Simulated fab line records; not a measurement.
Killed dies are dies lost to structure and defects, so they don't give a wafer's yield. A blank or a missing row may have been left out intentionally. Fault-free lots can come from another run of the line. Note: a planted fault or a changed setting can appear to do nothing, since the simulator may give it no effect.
Which tool is to blame?    flow n5-finfet    10 lots, 30 wafers sampled, at 4 steps of a route of 1938

== WHAT THE GAUGES SHOWED, per wafer ==
The record lacks any reading of a measuring or inspecting step that a usual standard deviation could be used to judge.

== EACH LOT AND THE TOOL THAT RAN IT (in order: tool; ch and the chambers of the sampled wafers; start) ==
lot   N5_BEOL_M9_ETCH_76                  N5_BEOL_M9_TRENCH_ETCH_37           N5_BEOL_M9_STRIP_80                            N5_BEOL_M9_CURE_72
L415  rie-diel-05 ch 0,3, day 9 21:29     rie-diel-05 ch 0,3, day 9 21:44     rie-diel-05 ch 0,3, day 9 22:18 or earlier     uv-cure-02 ch 2, day 9 22:18
L417  rie-diel-03 ch 1,2, day 9 23:46     rie-diel-03 ch 1,2, day 10 00:01    rie-diel-03 ch 1,2, day 10 00:29 or earlier    uv-cure-01 ch 1, day 10 00:29
L418  rie-diel-05 ch 2,3, day 11 01:32    rie-diel-05 ch 2,3, day 11 01:46    rie-diel-05 ch 2,3, day 11 02:08 or earlier    uv-cure-01 ch 1, day 11 02:08
L422  rie-diel-05 ch 0,1,3, day 11 12:53  rie-diel-05 ch 0,1,3, day 11 13:08  rie-diel-05 ch 0,1,3, day 11 13:30 or earlier  uv-cure-01 ch 0, day 11 13:30
L423  rie-diel-01 ch 0,3, day 11 12:56    rie-diel-01 ch 0,3, day 11 13:11    rie-diel-01 ch 0,3, day 11 13:32 or earlier    uv-cure-03 ch 0, day 11 13:32
L424  rie-diel-01 ch 1,2, day 11 22:26    rie-diel-01 ch 1,2, day 11 22:41    rie-diel-01 ch 1,2, day 11 23:09 or earlier    uv-cure-03 ch 0, day 11 23:09
L426  rie-diel-03 ch 1,2,3, day 12 16:29  rie-diel-03 ch 1,2,3, day 12 16:44  rie-diel-03 ch 1,2,3, day 12 17:07 or earlier  uv-cure-03 ch 1, day 12 17:07
L427  rie-diel-01 ch 0,1,2, day 12 23:13  rie-diel-01 ch 0,1,2, day 12 23:27  rie-diel-01 ch 0,1,2, day 12 23:53 or earlier  uv-cure-01 ch 0, day 12 23:53
L435  rie-diel-03 ch 1,2,3, day 14 18:35  rie-diel-03 ch 1,2,3, day 14 18:50  rie-diel-03 ch 1,2,3, day 14 19:13 or earlier  uv-cure-01 ch 2, day 14 19:13
L436  rie-diel-03 ch 2,3, day 15 06:15    rie-diel-03 ch 2,3, day 15 06:30    rie-diel-03 ch 2,3, day 15 06:55 or earlier    uv-cure-03 ch 2, day 15 06:55
- N5_BEOL_M9_ETCH_76: etches underlayer in N2/H2, target depth 6.5 nm, time 5.2 s.
- N5_BEOL_M9_TRENCH_ETCH_37: etches SiCOH lowk in C4F6/O2, target depth 151.43 nm, time 49 s.
- N5_BEOL_M9_STRIP_80: strips in N2/H2, time 10 s.
- N5_BEOL_M9_CURE_72: cures SiCOH lowk, time 120 s.

== AS READ BY THE TOOLS THEMSELVES (means over the sampled wafers that have a number; for cases with no such wafer, the mark the record gives instead) ==
N5_BEOL_M9_ETCH_76. Usual: for bias-w, 149.9 W with a standard deviation of 0.52; for drypump-motor-current-A, 5.7 A with a standard deviation of 0.63; for etch-rf-on-time-s, 5.13 s with a standard deviation of 0.1; for oes-product-au, 0.69 a.u. with a standard deviation of 0.083; for rf-vpp-V, 524 V with a standard deviation of 3.2; for showerhead-plenum-p-Torr, 2.54 Torr with a standard deviation of 0.11; for throttle-valve-pct, 17.79 % with a standard deviation of 0.22.
lot   tool         bias-w (W)  drypump-motor-current-A (A)  etch-rf-on-time-s (s)  oes-product-au (a.u.)  rf-vpp-V (V)  showerhead-plenum-p-Torr (Torr)  throttle-valve-pct (%)  flag
L415  rie-diel-05  149.6       6.1                          5.11                   0.68                   521           2.45                             17.79                   
L417  rie-diel-03  150.3       5.3                          5.26                   0.62                   527           2.64                             17.72                   
L418  rie-diel-05  150.5       6.4                          5.27                   0.60                   522           2.43                             17.94                   
L422  rie-diel-05  150.1       5.8                          5.09                   0.71                   522           2.47                             17.85                   
L423  rie-diel-01  150.1       5.3                          5.02                   0.81                   527           2.60                             17.55                   
L424  rie-diel-01  149.5       6.0                          5.03                   0.71                   529           2.67                             17.84                   
L426  rie-diel-03  150.2       5.3                          5.22                   0.62                   524           2.53                             17.76                   
L427  rie-diel-01  149.7       6.1                          5.13                   0.72                   526           2.64                             17.90                   
L435  rie-diel-03  149.8       5.3                          5.26                   0.61                   524           2.53                             17.80                   
L436  rie-diel-03  150.0       5.2                          5.20                   0.62                   521           2.43                             17.78                   

N5_BEOL_M9_TRENCH_ETCH_37. Usual: bias-w 185.0 W, standard deviation 0.52; drypump-motor-current-A 5.7 A, standard deviation 0.62; oes_ar_750_au 0.81 a.u., standard deviation 0.091; oes_f_703_au 0.81 a.u., standard deviation 0.092; oes-product-au 0.81 a.u., standard deviation 0.097; rf-vpp-V 663 V, standard deviation 6; showerhead-plenum-p-Torr 2.84 Torr, standard deviation 0.11; throttle-valve-pct 20.86 %, standard deviation 0.18.
lot   tool         bias-w (W)  drypump-motor-current-A (A)  oes_ar_750_au (a.u.)  oes_f_703_au (a.u.)  oes-product-au (a.u.)  rf-vpp-V (V)  showerhead-plenum-p-Torr (Torr)  throttle-valve-pct (%)  flag
L415  rie-diel-05  184.8       6.1                          0.80                  0.80                 0.79                   655           2.75                             20.95                   
L417  rie-diel-03  185.3       5.3                          0.74                  0.74                 0.74                   663           2.94                             20.78                   
L418  rie-diel-05  192.7       6.4                          0.72                  0.73                 0.72                   678           2.72                             21.06                   OFF
L422  rie-diel-05  192.8       5.8                          0.84                  0.84                 0.85                   682           2.77                             20.89                   OFF
L423  rie-diel-01  184.9       5.3                          0.93                  0.94                 0.94                   664           2.91                             20.69                   
L424  rie-diel-01  184.6       6.0                          0.82                  0.83                 0.82                   665           2.98                             20.94                   
L426  rie-diel-03  185.2       5.2                          0.73                  0.73                 0.73                   664           2.83                             20.80                   
L427  rie-diel-01  184.5       6.1                          0.84                  0.85                 0.84                   666           2.94                             20.94                   
L435  rie-diel-03  185.0       5.3                          0.72                  0.71                 0.71                   664           2.83                             20.82                   
L436  rie-diel-03  185.0       5.2                          0.72                  0.72                 0.72                   661           2.72                             20.80                   

N5_BEOL_M9_STRIP_80. Usual: drypump-motor-current-A 5.7 A, standard deviation 0.63; oes-product-au 0.81 a.u., standard deviation 0.096; rf-vpp-V 59.1 V, standard deviation 0.89; showerhead-plenum-p-Torr 2.54 Torr, standard deviation 0.11; throttle-valve-pct 23.56 %, standard deviation 0.28.
lot   tool         drypump-motor-current-A (A)  oes-product-au (a.u.)  rf-vpp-V (V)  showerhead-plenum-p-Torr (Torr)  throttle-valve-pct (%)  flag
L415  rie-diel-05  6.1                          0.79                   59.4          2.45                             23.49                   
L417  rie-diel-03  5.2                          0.73                   59.4          2.64                             23.39                   
L418  rie-diel-05  6.4                          0.72                   57.9          2.43                             23.62                   
L422  rie-diel-05  5.8                          0.84                   59.0          2.46                             23.65                   
L423  rie-diel-01  5.3                          0.93                   59.4          2.60                             23.35                   
L424  rie-diel-01  6.0                          0.82                   60.5          2.66                             23.62                   
L426  rie-diel-03  5.3                          0.73                   59.3          2.53                             23.45                   
L427  rie-diel-01  6.1                          0.84                   59.5          2.63                             23.70                   
L435  rie-diel-03  5.3                          0.71                   58.5          2.52                             23.47                   
L436  rie-diel-03  5.2                          0.72                   58.7          2.43                             23.46                   

N5_BEOL_M9_CURE_72. Usual: lamp-power-pct 52.31 %, standard deviation 0.056; wafer_temp_C_max 371.8, standard deviation 0.59.
lot   tool        lamp-power-pct (%)  wafer_temp_C_max  flag
L415  uv-cure-02  52.29               372.0             
L417  uv-cure-01  52.34               372.0             
L418  uv-cure-01  52.28               372.0             
L422  uv-cure-01  52.32               371.5             
L423  uv-cure-03  52.28               372.1             
L424  uv-cure-03  52.29               372.2             
L426  uv-cure-03  52.35               370.9             
L427  uv-cure-01  52.36               371.2             
L435  uv-cure-01  52.37               371.6             
L436  uv-cure-03  52.29               371.5             

== THE ANSWER, worked out from the rows above alone ==
Rule: lot off if the mean of its wafers having a number is beyond 3 standard deviations from the usual mean. Also off: a lot with no number at a reading for which 4 or more lots have one. Where the step has rows for the other lots, those lots are counted as sound. Order of review: gauges by route order, followed by the tools' own readings, for which a lot's mean as printed above is used. At the first step where some lot is off, the reading lying furthest off is the one used; lots without a number count as furthest.
Off: L418, L422 (N5_BEOL_M9_TRENCH_ETCH_37, bias-w).
If a tool, at that step or one of the process steps before it, ran each lot that is off and ran no sound lot following the first of them, it fits. One fits: rie-diel-05 at N5_BEOL_M9_ETCH_76 and N5_BEOL_M9_TRENCH_ETCH_37. At N5_BEOL_M9_ETCH_76 its last sound lot is L415 (day 9 21:29), its first lot that is off L418 (day 11 01:32): a fault that began between those two fits.

== WHAT HAD BEEN PUT IN BY THE SIMULATOR ==
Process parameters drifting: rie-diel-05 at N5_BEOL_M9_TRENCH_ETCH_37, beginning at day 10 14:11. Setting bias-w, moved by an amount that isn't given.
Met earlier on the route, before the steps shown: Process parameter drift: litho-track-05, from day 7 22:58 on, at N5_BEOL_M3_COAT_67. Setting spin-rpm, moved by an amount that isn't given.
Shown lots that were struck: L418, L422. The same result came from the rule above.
